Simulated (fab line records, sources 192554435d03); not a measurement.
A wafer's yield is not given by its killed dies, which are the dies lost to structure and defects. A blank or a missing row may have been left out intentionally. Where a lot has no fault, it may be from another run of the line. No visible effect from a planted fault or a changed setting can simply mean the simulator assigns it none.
What tool caused it? ; flow n5Finfet ; 23 lots, 69 wafers sampled, at 6 steps of a route of 1938

WHAT THE GAUGES SHOWED, per wafer
N5_BEOL_M8_INSPECT_13: inspects for defects (brightfield).
lot;measured;on;rawDefectCount
L074;day 9 10:22;defectInspect-01;399 480 466
L076;day 9 08:18;defectInspect-02;257 423 465
L075;day 10 02:23;defectInspect-02;304 336 378
L078;day 10 08:38;defectInspect-02;390 610 430
L079;day 10 16:04;defectInspect-02;364 451 424
L081;day 11 02:55;defectInspect-02;531 530 317
L082;day 11 03:27;defectInspect-01;356 296 538
L083;day 11 10:58;defectInspect-01;682 330 425
L080;day 11 11:07;defectInspect-02;377 520 588
L084;day 11 18:32;defectInspect-02;385 325 324
L085;day 12 04:52;defectInspect-02;485 461 465
L086;day 12 18:56;defectInspect-01;319 464 345
L087;day 13 02:32;defectInspect-01;284 243 307
L088;day 13 05:28;defectInspect-01;448 492 512
L090;day 13 09:26;defectInspect-01;356 427 439
L091;day 13 13:29;defectInspect-02;447 467 531
L089;day 13 20:39;defectInspect-02;629 556 489
L092;day 14 02:44;defectInspect-02;440 463 408
L094;day 14 04:06;defectInspect-02;489 390 458
L093;day 14 06:54;defectInspect-02;494 439 393
L095;day 14 14:13;defectInspect-02;395 438 336
L096;day 15 03:58;defectInspect-01;375 307 402
L097;day 15 10:44;defectInspect-02;437 420 581

WHAT TOOL EACH LOT RAN ON (gives the tool, then ch and the chambers of the sampled wafers, and finally the start)
lot;N5_BEOL_M7_HM_OPEN_17;N5_BEOL_M7_ETCH_72;N5_BEOL_M7_ETCH_65;N5_BEOL_M7_TRENCH_ETCH_37;N5_BEOL_M7_SURFACE_TREAT_79
L074;rieMetal-01 ch 0,1, day 8 22:23;rieDiel-03 ch 1,2,3, day 9 01:25;rieDiel-03 ch 1,2,3, day 9 01:26;rieDiel-03 ch 1,2,3, day 9 04:11 or earlier;pvdSputter-03, day 9 04:11
L076;rieMetal-02 ch 0,1, day 8 23:38;rieDiel-06 ch 1,2,3, day 9 00:53;rieDiel-06 ch 1,2,3, day 9 00:55;rieDiel-06 ch 1,2,3, day 9 02:17 or earlier;pvdSputter-02, day 9 02:17
L075;rieMetal-01 ch 0,1, day 9 16:09;rieDiel-06 ch 0,2, day 9 16:46;rieDiel-06 ch 0,2, day 9 16:47;rieDiel-06 ch 0,2, day 9 18:19 or earlier;pvdSputter-03, day 9 18:19
L078;rieMetal-01 ch 0,1, day 9 21:41;rieDiel-01 ch 2,3, day 9 22:28;rieDiel-01 ch 2,3, day 9 22:29;rieDiel-01 ch 2,3, day 10 01:11 or earlier;pvdSputter-01, day 10 01:11
L079;rieMetal-01 ch 0,1, day 10 08:33;rieDiel-06 ch 0,2,3, day 10 09:28;rieDiel-06 ch 0,2,3, day 10 09:29;rieDiel-06 ch 0,2,3, day 10 12:49 or earlier;pvdSputter-03, day 10 12:49
L081;rieMetal-01 ch 1, day 10 19:08;rieDiel-06 ch 0,1, day 10 20:17;rieDiel-06 ch 0,1, day 10 20:19;rieDiel-06 ch 0,1, day 10 23:02 or earlier;pvdSputter-03, day 10 23:02
L082;rieMetal-03 ch 0,1, day 10 20:53;rieDiel-06 ch 0,1,3, day 10 22:30;rieDiel-06 ch 0,1,3, day 10 22:31;rieDiel-06 ch 0,1,3, day 11 00:04 or earlier;pvdSputter-01, day 11 00:04
L083;rieMetal-03 ch 0,1, day 11 03:40;rieDiel-06 ch 1,3, day 11 04:57;rieDiel-06 ch 1,3, day 11 04:58;rieDiel-06 ch 1,3, day 11 07:12 or earlier;pvdSputter-03, day 11 07:12
L080;rieMetal-01 ch 0,1, day 11 04:41;rieDiel-06 ch 0,1,3, day 11 05:39;rieDiel-06 ch 0,1,3, day 11 05:40;rieDiel-06 ch 0,1,3, day 11 07:32 or earlier;pvdSputter-01, day 11 07:32
L084;rieMetal-02 ch 0,1, day 11 11:10;rieDiel-03 ch 0,2,3, day 11 11:52;rieDiel-03 ch 0,2,3, day 11 11:53;rieDiel-03 ch 0,2,3, day 11 14:24 or earlier;pvdSputter-03, day 11 14:24
L085;rieMetal-02 ch 0,1, day 11 22:28;rieDiel-06 ch 0,1,3, day 11 23:17;rieDiel-06 ch 0,1,3, day 11 23:18;rieDiel-06 ch 0,1,3, day 12 00:57 or earlier;pvdSputter-03, day 12 00:57
L086;rieMetal-01 ch 0,1, day 12 12:05;rieDiel-01 ch 1,2,3, day 12 13:11;rieDiel-01 ch 1,2,3, day 12 13:12;rieDiel-01 ch 1,2,3, day 12 15:16 or earlier;pvdSputter-03, day 12 15:16
L087;rieMetal-02 ch 0,1, day 12 17:34;rieDiel-01 ch 1,2,3, day 12 22:36;rieDiel-01 ch 1,2,3, day 12 22:37;rieDiel-01 ch 1,2,3, day 13 00:01 or earlier;pvdSputter-03, day 13 00:01
L088;rieMetal-02 ch 1, day 12 22:16;rieDiel-01 ch 2,3, day 13 01:31;rieDiel-01 ch 2,3, day 13 01:32;rieDiel-01 ch 2,3, day 13 02:49 or earlier;pvdSputter-02, day 13 02:49
L090;rieMetal-01 ch 0,1, day 13 01:40;rieDiel-01 ch 0,2,3, day 13 04:40;rieDiel-01 ch 0,2,3, day 13 04:40;rieDiel-01 ch 0,2,3, day 13 06:04 or earlier;pvdSputter-03, day 13 06:04
L091;rieMetal-02 ch 0, day 13 07:02;rieDiel-06 ch 1,2, day 13 08:22;rieDiel-06 ch 1,2, day 13 08:23;rieDiel-06 ch 1,2, day 13 10:45 or earlier;pvdSputter-02, day 13 10:45
L089;rieMetal-01 ch 0,1, day 13 13:19;rieDiel-03 ch 0,3, day 13 15:56;rieDiel-03 ch 0,3, day 13 15:56;rieDiel-03 ch 0,3, day 13 17:34 or earlier;pvdSputter-03, day 13 17:34
L092;rieMetal-01 ch 0,1, day 13 20:04;rieDiel-01 ch 0,1,2, day 13 22:09;rieDiel-01 ch 0,1,2, day 13 22:10;rieDiel-01 ch 0,1,2, day 13 23:35 or earlier;pvdSputter-02, day 13 23:35
L094;rieMetal-01 ch 0,1, day 13 20:47;rieDiel-03 ch 0,1,2, day 13 22:32;rieDiel-03 ch 0,1,2, day 13 22:34;rieDiel-03 ch 0,1,2, day 14 00:52 or earlier;pvdSputter-03, day 14 00:52
L093;rieMetal-01 ch 0,1, day 14 00:02;rieDiel-01 ch 0,1,3, day 14 01:16;rieDiel-01 ch 0,1,3, day 14 01:17;rieDiel-01 ch 0,1,3, day 14 03:01 or earlier;pvdSputter-02, day 14 03:01
L095;rieMetal-01 ch 0,1, day 14 06:56;rieDiel-06 ch 0,1,3, day 14 07:43;rieDiel-06 ch 0,1,3, day 14 07:44;rieDiel-06 ch 0,1,3, day 14 10:25 or earlier;pvdSputter-03, day 14 10:25
L096;rieMetal-01 ch 0,1, day 14 19:59;rieDiel-01 ch 1,2, day 14 21:16;rieDiel-01 ch 1,2, day 14 21:16;rieDiel-01 ch 1,2, day 14 23:02 or earlier;pvdSputter-03, day 14 23:02
L097;rieMetal-03 ch 1, day 14 22:46;rieDiel-06 ch 0,2,3, day 15 02:39;rieDiel-06 ch 0,2,3, day 15 02:40;rieDiel-06 ch 0,2,3, day 15 05:25 or earlier;pvdSputter-02, day 15 05:25
- N5_BEOL_M7_HM_OPEN_17: chemistry Cl2/BCl3, target TiN, target depth 20 nm, overetch 6 nm.
- N5_BEOL_M7_ETCH_72: etches underlayer in N2/H2, target depth 6.5 nm, time 5.2 s.
- N5_BEOL_M7_ETCH_65: etches SiARC in CF4, target depth 15.6 nm, time 26 s.
- N5_BEOL_M7_TRENCH_ETCH_37: etches SiCOH lowk in C4F6/O2, target depth 93.478 nm, time 31.2 s.
- N5_BEOL_M7_SURFACE_TREAT_79

WHAT THE TOOLS THEMSELVES READ (means of the sampled wafers that have a number; where no wafer has one, the mark that the record gives instead)
N5_BEOL_M7_HM_OPEN_17.
lot;tool;drypumpMotorCurrentA (A);oesProductAu (a.u.);throttleValvePct (%)
L074;rieMetal-01;5.8;0.67;22.02
L076;rieMetal-02;5.8;0.69;21.94
L075;rieMetal-01;5.8;0.67;21.99
L078;rieMetal-01;5.4;0.65;22.18
L079;rieMetal-01;5.8;0.68;21.99
L081;rieMetal-01;5.0;0.63;22.37
L082;rieMetal-03;5.7;0.70;21.94
L083;rieMetal-03;5.7;0.70;21.94
L080;rieMetal-01;5.4;0.65;22.18
L084;rieMetal-02;5.8;0.67;21.96
L085;rieMetal-02;5.8;0.66;21.96
L086;rieMetal-01;5.7;0.65;22.02
L087;rieMetal-02;5.5;0.68;22.07
L088;rieMetal-02;5.2;0.71;22.16
L090;rieMetal-01;5.4;0.64;22.18
L091;rieMetal-02;6.1;0.64;21.84
L089;rieMetal-01;5.4;0.64;22.20
L092;rieMetal-01;5.4;0.63;22.19
L094;rieMetal-01;5.4;0.63;22.22
L093;rieMetal-01;5.7;0.65;22.03
L095;rieMetal-01;5.7;0.64;22.02
L096;rieMetal-01;5.8;0.64;22.03
L097;rieMetal-03;6.2;0.66;22.01

N5_BEOL_M7_ETCH_72.
lot;tool;drypumpMotorCurrentA (A);etchRfOnTimeS (s);oesProductAu (a.u.);rfVppV (V);showerheadPlenumPTorr (Torr);throttleValvePct (%)
L074;rieDiel-03;5.4;5.19;0.61;522.6;2.48;18.19
L076;rieDiel-06;5.4;5.22;0.62;520.7;2.45;17.95
L075;rieDiel-06;5.9;5.22;0.65;524.3;2.50;17.87
L078;rieDiel-01;6.3;5.01;0.74;522.3;2.51;17.98
L079;rieDiel-06;5.7;5.17;0.66;521.7;2.47;17.86
L081;rieDiel-06;5.9;5.28;0.68;521.0;2.45;17.73
L082;rieDiel-06;5.5;5.29;0.65;521.0;2.44;17.84
L083;rieDiel-06;5.2;5.25;0.60;519.3;2.42;17.96
L080;rieDiel-06;5.5;5.26;0.64;520.6;2.44;17.86
L084;rieDiel-03;5.5;5.23;0.64;521.8;2.50;18.08
L085;rieDiel-06;5.5;5.28;0.64;520.9;2.43;17.87
L086;rieDiel-01;6.2;5.09;0.69;522.5;2.49;17.85
L087;rieDiel-01;6.2;5.08;0.69;522.6;2.49;17.87
L088;rieDiel-01;6.3;5.04;0.70;522.2;2.50;18.03
L090;rieDiel-01;6.3;5.09;0.69;523.3;2.50;17.92
L091;rieDiel-06;5.5;5.23;0.60;521.5;2.44;17.99
L089;rieDiel-03;5.3;5.23;0.63;521.9;2.46;18.00
L092;rieDiel-01;6.0;5.10;0.72;522.2;2.47;17.79
L094;rieDiel-03;5.8;5.24;0.71;522.7;2.53;18.11
L093;rieDiel-01;6.2;5.19;0.67;522.8;2.48;17.75
L095;rieDiel-06;5.5;5.28;0.63;521.6;2.43;17.89
L096;rieDiel-01;6.0;5.11;0.71;521.0;2.45;17.77
L097;rieDiel-06;5.7;5.23;0.63;523.3;2.46;17.93

N5_BEOL_M7_ETCH_65.
lot;tool;drypumpMotorCurrentA (A);etchRfOnTimeS (s);oesProductAu (a.u.);rfVppV (V);showerheadPlenumPTorr (Torr);throttleValvePct (%)
L074;rieDiel-03;5.4;26.1;0.61;183.3;2.09;16.01
L076;rieDiel-06;5.4;26.0;0.62;183.4;2.08;15.75
L075;rieDiel-06;5.9;25.4;0.66;183.5;2.12;15.71
L078;rieDiel-01;6.3;24.9;0.74;183.7;2.10;15.51
L079;rieDiel-06;5.7;26.0;0.66;183.3;2.08;15.67
L081;rieDiel-06;5.9;26.3;0.69;182.5;2.07;15.43
L082;rieDiel-06;5.5;26.5;0.65;183.2;2.06;15.58
L083;rieDiel-06;5.2;26.4;0.61;182.1;2.05;15.67
L080;rieDiel-06;5.5;26.3;0.64;183.5;2.06;15.59
L084;rieDiel-03;5.5;26.5;0.64;182.9;2.11;15.83
L085;rieDiel-06;5.5;26.2;0.64;183.3;2.06;15.60
L086;rieDiel-01;6.2;25.3;0.69;183.6;2.09;15.52
L087;rieDiel-01;6.2;25.5;0.68;183.8;2.09;15.54
L088;rieDiel-01;6.3;25.3;0.70;183.6;2.09;15.57
L090;rieDiel-01;6.3;25.5;0.70;183.9;2.10;15.58
L091;rieDiel-06;5.5;25.9;0.60;183.2;2.08;15.76
L089;rieDiel-03;5.3;26.3;0.63;182.9;2.07;15.76
L092;rieDiel-01;6.0;25.5;0.72;183.3;2.08;15.51
L094;rieDiel-03;5.7;26.7;0.69;184.6;2.12;15.80
L093;rieDiel-01;6.2;25.5;0.68;184.0;2.09;15.56
L095;rieDiel-06;5.5;26.2;0.63;183.1;2.05;15.63
L096;rieDiel-01;5.9;25.4;0.70;183.0;2.07;15.48
L097;rieDiel-06;5.7;25.8;0.64;183.9;2.07;15.74

N5_BEOL_M7_TRENCH_ETCH_37.
lot;tool;drypumpMotorCurrentA (A);oesProductAu (a.u.);rfVppV (V);showerheadPlenumPTorr (Torr);throttleValvePct (%)
L074;rieDiel-03;5.4;0.71;666;2.78;21.27
L076;rieDiel-06;5.4;0.73;662;2.76;21.02
L075;rieDiel-06;5.9;0.77;650;2.82;21.02
L078;rieDiel-01;6.2;0.86;662;2.81;20.95
L079;rieDiel-06;5.7;0.76;657;2.77;20.97
L081;rieDiel-06;5.9;0.79;651;2.76;20.79
L082;rieDiel-06;5.5;0.76;659;2.74;20.89
L083;rieDiel-06;5.2;0.71;664;2.72;20.95
L080;rieDiel-06;5.5;0.75;659;2.74;20.89
L084;rieDiel-03;5.5;0.75;666;2.80;21.11
L085;rieDiel-06;5.5;0.75;660;2.74;20.91
L086;rieDiel-01;6.2;0.80;657;2.79;20.91
L087;rieDiel-01;6.2;0.81;657;2.79;20.92
L088;rieDiel-01;6.3;0.82;663;2.80;21.00
L090;rieDiel-01;6.3;0.81;654;2.79;20.93
L091;rieDiel-06;5.5;0.71;658;2.75;21.02
L089;rieDiel-03;5.3;0.74;674;2.74;20.99
L092;rieDiel-01;6.0;0.84;653;2.77;20.88
L094;rieDiel-03;5.7;0.82;666;2.82;21.13
L093;rieDiel-01;6.2;0.79;650;2.78;20.87
L095;rieDiel-06;5.5;0.73;660;2.73;20.92
L096;rieDiel-01;6.0;0.82;657;2.76;20.89
L097;rieDiel-06;5.7;0.75;656;2.76;21.02

THE ANSWER, worked out from the rows above alone
Rule: the usual values come from the lots themselves. Put in order of their means at a reading, lots are off if they are a third of the lots or fewer, leave a main group of 4 or more, and stand apart from it by a gap of 3 or more times the standard deviation of the main group's means; of several such gaps the widest counts. A main group whose means are all the same, to the digits that the tables above print for the reading, isn't used. Also off: a lot with no number at a reading for which 4 or more lots have one. Where the step has rows for the other lots, those lots are counted as sound. Order of review: gauges by route order, followed by the tools' own readings, for which a lot's mean as printed above is used. At the first step where some lot is off, the reading lying furthest off is the one used; lots without a number count as furthest.
No lot is off at any reading shown: from this, nothing can be told.

WHAT HAD BEEN PUT IN BY THE SIMULATOR
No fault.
